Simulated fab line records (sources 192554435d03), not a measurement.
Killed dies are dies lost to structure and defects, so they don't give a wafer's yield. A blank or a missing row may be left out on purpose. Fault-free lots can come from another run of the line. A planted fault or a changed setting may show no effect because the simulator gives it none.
A single fault, viewed from 2 desks / flow n5_finfet / each desk holds nothing but its own numbers, with what lay behind them at the end

== DESK OF THE TOOL OWNER: ald_metal-02 ==
The tool's own readings at N5_BEOL_M0_ALD_136 (deposits TaN, pulse time 2 s, purge time 3 s, co reactant purge time 2 s): means of the sampled wafers that have a number, for each lot that ran on this tool. Marked OUT: a lot whose mean sits more than 4 standard deviations from the usual mean, which makes it out of limits; the brackets give that distance.
Columns: A = chamber_pressure_Torr at N5_BEOL_M0_ALD_136, usual 3.001 Torr; B = heater_power_w at N5_BEOL_M0_ALD_136, usual 414 W
lot=L386; first seen here=day 7 08:55; A=3.005; B=415
lot=L390; first seen here=day 8 17:03; A=2.995; B=391
This desk's finding: nothing out of limits on any of the 2 lots.

== FROM THE METROLOGY DESK ==
What the gauges read, lot by lot, whatever tool the lot ran on: means of the sampled wafers that have a number. Marked OUT: a lot whose mean sits more than 4 standard deviations from the usual mean, which makes it out of limits; the brackets give that distance. Only the readings that lie furthest out on some lot appear, 7 of the 10 it has.
Columns: A = DIBL_N at N5_BEOL_M4_RC_MEAS_101, usual 36.0 mV/V; B = DIBL_P at N5_BEOL_M4_RC_MEAS_101, usual 35.6 mV/V; C = IOFF_N at N5_BEOL_M4_RC_MEAS_101, usual 0.15 nA/um; D = IOFF_P at N5_BEOL_M4_RC_MEAS_101, usual 0.19 nA/um; E = ION_N at N5_BEOL_M4_RC_MEAS_101, usual 668 uA/um; F = ION_P at N5_BEOL_M4_RC_MEAS_101, usual 455 uA/um; G = SS_N at N5_BEOL_M4_RC_MEAS_101, usual 71.5 mV/dec
lot=L382; first seen here=day 9 06:52; A=35.8; B=35.1; C=0.14; D=0.17; E=655; F=446; G=71.3
lot=L384; first seen here=day 9 23:53; A=37.5; B=36.2; C=0.18; D=0.22; E=672; F=460; G=71.6
lot=L386; first seen here=day 11 01:13; A=37.4; B=38.5; C=0.18; D=0.22; E=679; F=461; G=72.1
lot=L385; first seen here=day 11 01:40; A=35.6; B=35.5; C=0.15; D=0.19; E=660; F=449; G=72.2
lot=L390; first seen here=day 13 00:28; A=33.1; B=32.6; C=0.11; D=0.16; E=661; F=453; G=70.8
lot=L394; first seen here=day 13 09:55; A=36.9; B=36.4; C=0.15; D=0.19; E=672; F=461; G=70.8
lot=L395; first seen here=day 13 17:46; A=36.3; B=37.6; C=0.17; D=0.19; E=667; F=454; G=71.8
This desk's finding: nothing out of limits on any of the 7 lots.

== ALL TOGETHER ==
Nothing out of limits was seen by the tool owner's desk.
At the metrology desk, nothing out of limits was observed.

== WHAT THE SIMULATOR HAD INSERTED ==
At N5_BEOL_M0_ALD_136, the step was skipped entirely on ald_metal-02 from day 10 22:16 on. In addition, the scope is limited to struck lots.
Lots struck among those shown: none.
